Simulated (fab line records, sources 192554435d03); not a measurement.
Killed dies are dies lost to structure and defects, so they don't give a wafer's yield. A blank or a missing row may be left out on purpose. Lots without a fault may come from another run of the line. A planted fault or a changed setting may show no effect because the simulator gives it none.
fab line records | flow n5_finfet | part 1 of 2: steps 1 to 22 of 27
record lots=5 wafers=15 last_day=17
route steps=1938 shown FIN_SAQP@151 FIN_CUT@154
lots that met no fault: from a run of the same line without faults
start_h: hours from the record's first day to the start of the lot's first wafer shown | wait_h: hours since the lot's step before | " the same as in the row above | L1.1+2: a row that stands for several wafers | - no value, or no start given | * or withheld: withheld | < > ~ a bound
route shown NAME@n: a module of which the file shows steps, and the number in the route of the first | usual: mean/standard deviation of fault-free wafers | same: alike in all rows | chamber/n: place in a boat | sites: the reading at each site | _std_site: their standard deviation | _edge_site: outer sites' mean less inner sites' | radius_mm: how far each site lies from the wafer's centre | mask NAME#n: copy n | behind: the tool/chamber that last shaped the wafer | hold: why the lot was held/for how many hours/how that ended | device: the transistor (n, p or np) that didn't switch | end of line: the same wafers' tests at the end of the route | a step without rows: its recipe alone | killed: dies lost to structure and defects at the first sort, not the wafer's yield | map: a wafer's dies, x killed, . not, _ none there
set.NAME: the setting as run; set.NAME@STEP: as run at that earlier step | model.NAME: the simulator's own value behind a step, which no gauge read
lots at some steps of the route; a table a step, a row a wafer
services: from which hour (start_h, from the record's first day; less than 0 if before it) a tool's chamber was out of use, for how many hours, and why
## steps
# step N5_FIN_SAQP_SRD_39
# recipe dry=ipa_marangoni time_s=30 temp_c=23 rinse_liquid=diw
# usual temp_c=23.00/0.097
# columns lot.wafer tool chamber start_h wait_h temp_c
L080.1 wet_bench-01 5 63.99 0.0 22.96
L080.5 " 1 " " 22.94
L080.6 " 3 " " 23.17
L083.1 wet_bench-06 2 81.76 0.0 23.00
L083.2 " 3 " " 22.97
L083.6 " 6 " " 23.04
L089.1 wet_bench-01 5 118.05 0.0 23.08
L089.3 " 6 " " 22.94
L089.5 " 3 " " 22.96
L093.2 wet_bench-01 6 144.06 0.0 23.05
L093.5 " 4 " " 23.04
L093.6 " 7 " " 22.91
L095.1 wet_bench-01 7 152.66 0.0 22.94
L095.3 " 1 " " 23.00
L095.6 " 5 " " 22.83
# step N5_FIN_SAQP_OCD_MEAS_76
# usual trench_depth_nm=119.3/1.7
# columns lot.wafer tool chamber start_h wait_h trench_depth_nm
L080.1 ocd-02 - 64.03 0.0 118.0
L080.5 " - " " 119.7
L080.6 " - " " 118.0
L083.1 ocd-01 - 81.80 0.0 115.7
L083.2 " - " " 119.8
L083.6 " - " " 116.7
L089.1 ocd-01 - 118.09 0.0 119.5
L089.3 " - " " 119.8
L089.5 " - " " 119.7
L093.2 ocd-01 - 144.10 0.0 116.6
L093.5 " - " " 119.2
L093.6 " - " " 116.2
L095.1 ocd-02 - 152.70 0.0 116.8
L095.3 " - " " 118.8
L095.6 " - " " 117.8
# step N5_FIN_SAQP_INSPECT_40
# recipe inspect_instrument=brightfield mode=aei
# usual raw_defect_count=233/72
# columns lot.wafer tool chamber start_h wait_h raw_defect_count
L080.1 defect_inspect-02 - 64.06 0.0 228
L080.5 " - " " 355
L080.6 " - " " 486
L083.1 defect_inspect-01 - 81.83 0.0 194
L083.2 " - " " 221
L083.6 " - " " 246
L089.1 defect_inspect-01 - 118.12 0.0 211
L089.3 " - " " 174
L089.5 " - " " 148
L093.2 defect_inspect-02 - 144.13 0.0 150
L093.5 " - " " 205
L093.6 " - " " 165
L095.1 defect_inspect-02 - 152.73 0.0 303
L095.3 " - " " 475
L095.6 " - " " 265
# step N5_FIN_CUT_COAT_18
# recipe resist=SOC temp_c=250 time_s=60 spin_rpm=1500 resist_thk_nm=230
# columns lot.wafer tool chamber start_h wait_h
L080.1+5+6 litho_track-02 0 64.09 0.0
L083.1+2+6 litho_track-01 0 81.86 0.0
L089.1+3+5 litho_track-01 0 118.15 0.0
L093.2+5+6 litho_track-02 0 144.16 0.0
L095.1+3+6 litho_track-02 0 152.77 0.0
# step N5_FIN_CUT_COAT_19
# recipe resist=SiARC temp_c=220 time_s=60 spin_rpm=1500 resist_thk_nm=20
# columns lot.wafer tool chamber start_h wait_h
L080.1+5+6 litho_track-02 0 - -
L083.1+2+6 litho_track-01 0 - -
L089.1+3+5 litho_track-01 0 - -
L093.2+5+6 litho_track-02 0 - -
L095.1+3+6 litho_track-02 0 - -
# step N5_FIN_CUT_COAT_29
# recipe resist=underlayer temp_c=205 time_s=60 spin_rpm=1500 resist_thk_nm=10
# columns lot.wafer tool chamber start_h wait_h
L080.1+5+6 litho_track-02 0 - -
L083.1+2+6 litho_track-01 0 - -
L089.1+3+5 litho_track-01 0 - -
L093.2+5+6 litho_track-02 0 - -
L095.1+3+6 litho_track-02 0 - -
# step N5_FIN_CUT_COAT_02
# recipe resist=CAR-EUV spin_rpm=1500 resist_thk_nm=30
# columns lot.wafer tool chamber start_h wait_h
L080.1+5+6 litho_track-02 0 - -
L083.1+2+6 litho_track-01 0 - -
L089.1+3+5 litho_track-01 0 - -
L093.2+5+6 litho_track-02 0 - -
L095.1+3+6 litho_track-02 0 - -
# step N5_FIN_CUT_EBR_04
# recipe solvent=PGMEA ebr_width_mm=1.5
# columns lot.wafer tool chamber start_h wait_h
L080.1+5+6 litho_track-02 0 - -
L083.1+2+6 litho_track-01 0 - -
L089.1+3+5 litho_track-01 0 - -
L093.2+5+6 litho_track-02 0 - -
L095.1+3+6 litho_track-02 0 - -
# step N5_FIN_CUT_SOFTBAKE_03
# recipe temp_c=110 time_s=60 resist=CAR-EUV
# columns lot.wafer tool chamber start_h wait_h
L080.1+5+6 litho_track-02 0 - -
L083.1+2+6 litho_track-01 0 - -
L089.1+3+5 litho_track-01 0 - -
L093.2+5+6 litho_track-02 0 - -
L095.1+3+6 litho_track-02 0 - -
# step N5_FIN_CUT_EXPOSE_05
# recipe mask_id=FIN_CUT na=0.33 source_shape=annular sigma_inner=0.35 sigma_outer=0.8 polarization=unpolarized dose_mj=45.75
# usual focus_offset_nm=0.0/0.49 stage_msd_nm=0.85/0.034
# columns lot.wafer tool chamber start_h wait_h mask focus_offset_nm stage_msd_nm
L080.1 euv_scanner-02 0 64.23 - FIN_CUT#0 0.2 0.89
L080.5 " 0 " " FIN_CUT#0 -1.0 0.89
L080.6 " 0 " " FIN_CUT#0 0.1 0.88
L083.1 euv_scanner-02 0 82.12 - FIN_CUT#0 0.0 0.89
L083.2 " 0 " " FIN_CUT#0 0.2 0.88
L083.6 " 0 " " FIN_CUT#0 -0.2 0.89
L089.1 euv_scanner-02 0 118.29 - FIN_CUT#0 1.2 0.89
L089.3 " 0 " " FIN_CUT#0 0.4 0.88
L089.5 " 0 " " FIN_CUT#0 0.5 0.88
L093.2 euv_scanner-01 0 144.43 - FIN_CUT#0 -0.1 0.82
L093.5 " 0 " " FIN_CUT#0 0.2 0.82
L093.6 " 0 " " FIN_CUT#0 -0.1 0.82
L095.1 euv_scanner-01 0 152.94 - FIN_CUT#0 -1.0 0.82
L095.3 " 0 " " FIN_CUT#0 -0.4 0.82
L095.6 " 0 " " FIN_CUT#0 -0.6 0.82
# step N5_FIN_CUT_PEB_06
# recipe peb_temp_c=100 peb_time_s=60 resist=CAR-EUV
# same peb_time_s=60
# columns lot.wafer tool chamber start_h wait_h
L080.1+5+6 litho_track-05 0 64.29 0.1
L083.1+2+6 litho_track-01 0 82.19 0.1
L089.1+3+5 litho_track-02 0 118.36 0.1
L093.2+5+6 litho_track-05 0 144.49 0.1
L095.1+3+6 litho_track-01 0 153.01 0.1
# step N5_FIN_CUT_DEVELOP_07
# recipe develop_time_s=30 developer=TMAH resist=CAR-EUV rinse_liquid=surfactant_rinse dry=air_spin dev_temp_c=23
# same develop_time_s=30
# columns lot.wafer tool chamber start_h wait_h
L080.1+5+6 litho_track-05 0 - -
L083.1+2+6 litho_track-01 0 - -
L089.1+3+5 litho_track-02 0 - -
L093.2+5+6 litho_track-05 0 - -
L095.1+3+6 litho_track-01 0 - -
# step N5_FIN_CUT_CD_MEAS_08
# recipe target_cd_nm=29.1 landing_energy_ev=500 detector=se_inlens polarity=opening
# usual cd_nm=29.14/0.27
# columns lot.wafer tool chamber start_h wait_h cd_nm
L080.1 cd_sem-03 0 64.36 - 29.42
L080.5 " 0 " " 28.97
L080.6 " 0 " " 29.27
L083.1 cd_sem-01 0 82.26 - 29.15
L083.2 " 0 " " 29.00
L083.6 " 0 " " 29.14
L089.1 cd_sem-02 0 118.42 - 28.85
L089.3 " 0 " " 29.20
L089.5 " 0 " " 29.20
L093.2 cd_sem-03 0 144.56 - 29.63
L093.5 " 0 " " 29.20
L093.6 " 0 " " 29.30
L095.1 cd_sem-02 0 153.08 - 28.90
L095.3 " 0 " " 29.40
L095.6 " 0 " " 29.29
# step N5_FIN_CUT_OVL_MEAS_09
# recipe points_per_wafer=522
# usual FIN_CUT_OVL=-0.3/0.54
# columns lot.wafer tool chamber start_h wait_h FIN_CUT_OVL[nm]
L080.1 overlay-01 0 64.39 0.0 -0.7
L080.5 " 0 " " -1.6
L080.6 " 0 " " -1.1
L083.1 overlay-02 0 82.29 0.0 0.0
L083.2 " 0 " " 0.3
L083.6 " 0 " " -0.6
L089.1 overlay-01 0 118.46 0.0 -0.5
L089.3 " 0 " " -0.7
L089.5 " 0 " " -0.1
L093.2 overlay-02 0 144.60 0.0 0.4
L093.5 " 0 " " 0.5
L093.6 " 0 " " -0.3
L095.1 overlay-01 0 153.11 0.0 0.1
L095.3 " 0 " " 0.1
L095.6 " 0 " " 0.1
# step N5_FIN_CUT_INSPECT_10
# recipe mode=adi inspect_instrument=brightfield
# usual raw_defect_count=43/13
# columns lot.wafer tool chamber start_h wait_h raw_defect_count
L080.1 defect_inspect-02 - 64.45 0.1 48
L080.5 " - " " 58
L080.6 " - " " 71
L083.1 defect_inspect-01 - 82.35 0.1 44
L083.2 " - " " 36
L083.6 " - " " 36
L089.1 defect_inspect-02 - 118.51 0.1 57
L089.3 " - " " 46
L089.5 " - " " 38
L093.2 defect_inspect-01 - 144.65 0.0 25
L093.5 " - " " 29
L093.6 " - " " 17
L095.1 defect_inspect-02 - 153.16 0.1 63
L095.3 " - " " 80
L095.6 " - " " 45
# step N5_FIN_CUT_DESCUM_13
# recipe chemistry=O2 time_s=7 source_power_w=50 bias_power_w=20 pressure_mtorr=20 rf_frequency_hz=2.712e+07 temp_c=40 resist=CAR-EUV o2_flow_sccm=225
# usual drypump_motor_current_A=5.8/0.54 o2_flow_sccm=224.9/0.76 oes_product_au=0.80/0.091 rf_vpp_V=243.9/1.3 showerhead_plenum_p_Torr=2.12/0.064 temp_c=40.00/0.12 throttle_valve_pct=20.3/0.35
# columns lot.wafer tool chamber start_h wait_h drypump_motor_current_A o2_flow_sccm oes_product_au rf_hours_counter_h rf_vpp_V showerhead_plenum_p_Torr temp_c throttle_valve_pct
L080.1 rie_diel-02 2 65.19 0.7 6.6 226.2 0.70 251 244.5 2.13 40.21 20.1
L080.5 " 0 " " 5.1 224.0 0.74 - 242.5 2.08 39.85 20.7
L080.6 " 1 " " 5.4 225.7 0.91 - 245.2 2.11 39.91 19.9
L083.1 rie_diel-04 3 82.38 0.0 5.7 223.8 0.71 220 245.4 2.17 40.05 20.3
L083.2 " 2 " " 5.7 225.4 0.76 122 246.2 2.20 39.90 20.8
L083.6 " 1 " " 6.3 225.1 0.76 - 243.9 2.17 40.04 20.0
L089.1 rie_diel-02 0 118.62 0.1 5.1 224.8 0.72 180 243.0 2.07 40.10 20.7
L089.3 " 2 " " 6.6 224.9 0.96 3 245.2 2.13 40.01 19.7
L089.5 " 1 " " 5.4 224.0 0.87 - 244.5 2.11 39.86 19.9
L093.2 rie_diel-04 3 144.70 0.0 5.8 224.9 0.70 239 244.7 2.16 40.13 20.3
L093.5 " 2 " " 5.7 224.3 0.74 - 243.9 2.20 39.64 20.8
L093.6 " 3 " " 5.8 225.7 0.69 - 244.1 2.16 40.11 20.3
L095.1 rie_diel-02 2 153.82 0.7 6.6 225.4 0.94 13 242.8 2.12 40.18 19.8
L095.3 " 1 " " 5.4 224.6 0.85 54 243.6 2.10 39.91 19.9
L095.6 " 3 " " 6.6 224.3 0.94 - 245.1 2.22 40.10 20.2
# step N5_FIN_CUT_ETCH_30
# recipe chemistry=N2/H2 target=underlayer target_depth_a=130 mask_material=CAR-EUV time_s=10.4 ion_energy_ev=200 pressure_mtorr=30 source_w=840 bias_w=150 n2_flow_sccm=200 h2_flow_sccm=200 ends=cleared
# usual bias_w=150.0/0.46 drypump_motor_current_A=5.8/0.54 etch_rf_on_time_s=10.36/0.22 n2_flow_sccm=200.0/0.65 oes_product_au=0.68/0.078 rf_vpp_V=525.0/2.2 showerhead_plenum_p_Torr=2.59/0.08 throttle_valve_pct=17.80/0.25
# columns lot.wafer tool chamber start_h wait_h bias_w drypump_motor_current_A etch_rf_on_time_s n2_flow_sccm oes_product_au rf_hours_counter_h rf_vpp_V showerhead_plenum_p_Torr throttle_valve_pct
L080.1 rie_diel-02 2 65.22 0.0 150.2 6.6 10.51 200.2 0.59 251 525.8 2.62 17.88
L080.5 " 0 " " 150.0 5.1 10.21 200.2 0.64 - 525.0 2.53 18.15
L080.6 " 1 " " 150.1 5.4 10.03 199.4 0.79 - 525.1 2.60 17.44
L083.1 rie_diel-04 3 82.42 0.0 149.3 5.7 10.28 200.7 0.62 220 525.9 2.64 17.75
L083.2 " 2 " " 149.6 5.7 10.33 200.5 0.65 122 527.6 2.65 18.02
L083.6 " 1 " " 151.1 6.3 10.64 200.1 0.64 - 525.4 2.65 17.50
L089.1 rie_diel-02 0 118.65 0.0 149.7 5.1 10.14 199.7 0.61 180 524.9 2.52 18.18
L089.3 " 2 " " 150.4 6.6 10.23 200.7 0.82 3 526.6 2.62 17.49
L089.5 " 1 " " 150.1 5.4 10.01 200.6 0.76 - 524.4 2.59 17.45
L093.2 rie_diel-04 3 144.73 0.0 149.9 5.8 10.16 200.3 0.61 239 525.3 2.63 17.76
L093.5 " 2 " " 149.9 5.7 10.37 199.9 0.64 - 526.1 2.64 18.06
L093.6 " 3 " " 149.5 5.8 10.17 200.3 0.60 - 525.9 2.63 17.76
L095.1 rie_diel-02 2 153.86 0.0 149.9 6.6 10.21 199.2 0.79 13 524.8 2.61 17.51
L095.3 " 1 " " 149.6 5.4 10.11 201.0 0.74 54 523.2 2.58 17.49
L095.6 " 3 " " 150.0 6.6 9.98 200.4 0.80 - 529.6 2.72 17.72
# step N5_FIN_CUT_ETCH_20
# recipe chemistry=CF4 target=SiARC target_depth_a=260 mask_material=CAR-EUV time_s=43.3 ion_energy_ev=80 pressure_mtorr=40 source_w=545 bias_w=36 Ar_flow_sccm=100 cf4_flow_sccm=100 ends=cleared
# usual bias_w=36.00/0.11 cf4_flow_sccm=100.03/0.28 drypump_motor_current_A=5.8/0.54 etch_rf_on_time_s=43.3/0.82 oes_product_au=0.68/0.078 rf_vpp_V=184.4/0.96 showerhead_plenum_p_Torr=2.17/0.061 throttle_valve_pct=15.54/0.28
# columns lot.wafer tool chamber start_h wait_h bias_w cf4_flow_sccm drypump_motor_current_A etch_rf_on_time_s oes_product_au rf_hours_counter_h rf_vpp_V showerhead_plenum_p_Torr throttle_valve_pct
L080.1 rie_diel-02 2 65.24 0.0 36.24 100.03 6.6 43.7 0.59 251 184.6 2.20 15.52
L080.5 " 0 " " 36.03 100.23 5.1 43.3 0.62 - 183.3 2.13 15.85
L080.6 " 1 " " 35.97 100.05 5.4 42.0 0.79 - 182.2 2.18 15.14
L083.1 rie_diel-04 3 82.44 0.0 36.03 99.68 5.7 42.8 0.62 220 185.3 2.20 15.42
L083.2 " 2 " " 36.05 99.97 5.7 43.6 0.65 122 184.0 2.24 15.88
L083.6 " 1 " " 36.18 100.02 6.3 45.2 0.63 - 185.1 2.22 15.34
L089.1 rie_diel-02 0 118.67 0.0 36.00 100.53 5.1 43.7 0.60 180 182.4 2.12 15.88
L089.3 " 2 " " 35.86 100.05 6.6 43.4 0.82 3 185.0 2.20 15.04
L089.5 " 1 " " 35.87 99.67 5.4 42.9 0.75 - 185.2 2.17 15.19
L093.2 rie_diel-04 3 144.75 0.0 36.10 99.93 5.8 42.4 0.61 239 184.0 2.19 15.46
L093.5 " 2 " " 35.87 100.06 5.7 43.5 0.63 - 184.3 2.23 15.93
L093.6 " 3 " " 35.98 100.09 5.8 42.5 0.61 - 186.0 2.19 15.45
L095.1 rie_diel-02 2 153.88 0.0 35.99 100.14 6.6 43.0 0.79 13 182.3 2.19 15.05
L095.3 " 1 " " 36.05 99.78 5.4 42.0 0.74 54 184.9 2.17 15.20
L095.6 " 3 " " 36.05 100.28 6.6 42.2 0.80 - 184.2 2.27 15.41
# step N5_FIN_CUT_ETCH_21
# recipe chemistry=N2/H2 target=SOC target_depth_a=2190 overetch_a=438 mask_material=SiARC temp_c=40 ion_energy_ev=100 bias_w=61 time_s=523.5 pressure_mtorr=30 source_w=850 n2_flow_sccm=200 h2_flow_sccm=200
# usual bias_w=61.00/0.18 drypump_motor_current_A=5.8/0.54 n2_flow_sccm=199.9/0.57 oes_product_au=0.74/0.079 rf_vpp_V=241.3/1.3 showerhead_plenum_p_Torr=2.59/0.08 temp_c=40.00/0.11 throttle_valve_pct=17.75/0.25
# columns lot.wafer tool chamber start_h wait_h bias_w drypump_motor_current_A n2_flow_sccm oes_product_au rf_hours_counter_h rf_vpp_V showerhead_plenum_p_Torr temp_c throttle_valve_pct
L080.1 rie_diel-02 2 65.28 0.0 61.05 6.6 199.9 0.65 251 241.4 2.62 40.12 17.86
L080.5 " 0 " " 61.11 5.1 199.8 0.67 - 240.8 2.53 40.12 18.09
L080.6 " 1 " " 61.19 5.4 199.0 0.84 - 242.2 2.60 40.09 17.38
L083.1 rie_diel-04 3 82.47 0.0 60.70 5.7 199.8 0.66 220 240.3 2.64 40.11 17.68
L083.2 " 2 " " 60.87 5.7 199.3 0.70 122 242.7 2.65 39.98 17.95
L083.6 " 1 " " 61.18 6.3 199.8 0.71 - 242.7 2.65 39.91 17.47
L089.1 rie_diel-02 0 118.71 0.0 61.21 5.1 200.1 0.66 180 239.4 2.52 40.03 18.13
L089.3 " 2 " " 61.12 6.6 199.9 0.88 3 241.9 2.62 39.84 17.46
L089.5 " 1 " " 61.34 5.4 200.8 0.80 - 242.0 2.59 40.04 17.41
L093.2 rie_diel-04 3 144.79 0.0 60.86 5.7 200.0 0.65 239 240.0 2.63 40.04 17.71
L093.5 " 2 " " 60.98 5.7 200.0 0.68 - 240.4 2.64 39.92 17.99
L093.6 " 3 " " 61.12 5.8 200.1 0.65 - 240.6 2.63 40.00 17.73
L095.1 rie_diel-02 2 153.91 0.0 61.14 6.7 200.0 0.84 14 241.3 2.61 40.00 17.49
L095.3 " 1 " " 60.89 5.4 199.6 0.79 54 242.0 2.58 40.07 17.43
L095.6 " 3 " " 60.77 6.6 199.1 0.85 - 242.4 2.72 39.88 17.65
# step N5_FIN_CUT_STRIP_23
# recipe chemistry=N2/H2 temp_c=40 n2_flow_sccm=200 h2_flow_sccm=200 rf_frequency_hz=6e+07
# columns lot.wafer tool chamber start_h wait_h
L080.1+5+6 rie_diel-02 2,0,1 65.59 0.2
L083.1+2+6 rie_diel-04 3,2,1 82.78 0.2
L089.1+3+5 rie_diel-02 0,2,1 119.01 0.2
L093.2+5+6 rie_diel-04 3,2,3 145.09 0.2
L095.1+3+6 rie_diel-02 2,1,3 154.22 0.2
# step N5_FIN_CUT_STRIP_31
# recipe chemistry=N2/H2 temp_c=40 n2_flow_sccm=200 h2_flow_sccm=200 rf_frequency_hz=6e+07
# columns lot.wafer tool chamber start_h wait_h
L080.1+5+6 rie_diel-02 2,0,1 65.60 0.0
L083.1+2+6 rie_diel-04 3,2,1 82.79 0.0
L089.1+3+5 rie_diel-02 0,2,1 119.02 0.0
L093.2+5+6 rie_diel-04 3,2,3 145.10 0.0
L095.1+3+6 rie_diel-02 2,1,3 154.23 0.0
# step N5_FIN_CUT_STRIP_24
# recipe chemistry=CF4 resist=SiARC power_w=300 bias_power_w=75 pressure_mtorr=50 cf4_flow_sccm=150 rf_frequency_hz=6e+07
# usual cf4_flow_sccm=150.0/0.43 drypump_motor_current_A=5.8/0.54 oes_product_au=0.79/0.085 rf_vpp_V=271.8/1.3 showerhead_plenum_p_Torr=1.82/0.051 throttle_valve_pct=13.51/0.27
# columns lot.wafer tool chamber start_h wait_h cf4_flow_sccm drypump_motor_current_A oes_product_au rf_hours_counter_h rf_vpp_V showerhead_plenum_p_Torr throttle_valve_pct
L080.1 rie_diel-02 2 65.61 0.0 149.8 6.6 0.70 251 272.2 1.85 13.56
L080.5 " 0 " " 150.1 5.1 0.72 - 271.7 1.78 13.77
L080.6 " 1 " " 149.5 5.4 0.89 - 271.6 1.83 13.11
L083.1 rie_diel-04 3 82.80 0.0 150.8 5.7 0.70 221 272.3 1.85 13.51
L083.2 " 2 " " 149.4 5.8 0.74 122 273.5 1.87 13.83
L083.6 " 1 " " 150.2 6.3 0.75 - 272.7 1.86 13.35
L089.1 rie_diel-02 0 119.03 0.0 149.4 5.1 0.71 180 270.3 1.77 13.84
L089.3 " 2 " " 149.7 6.6 0.93 3 272.2 1.84 13.02
L089.5 " 1 " " 150.4 5.4 0.85 - 272.0 1.82 13.16
L093.2 rie_diel-04 3 145.11 0.0 149.5 5.7 0.70 239 271.2 1.84 13.52
L093.5 " 2 " " 149.9 5.7 0.74 - 273.1 1.86 13.87
L093.6 " 3 " " 149.0 5.7 0.69 - 273.2 1.84 13.52
L095.1 rie_diel-02 2 154.24 0.0 149.8 6.6 0.91 14 272.1 1.84 13.03
L095.3 " 1 " " 149.8 5.4 0.84 54 271.1 1.82 13.18
L095.6 " 3 " " 150.1 6.6 0.92 - 272.8 1.89 13.33
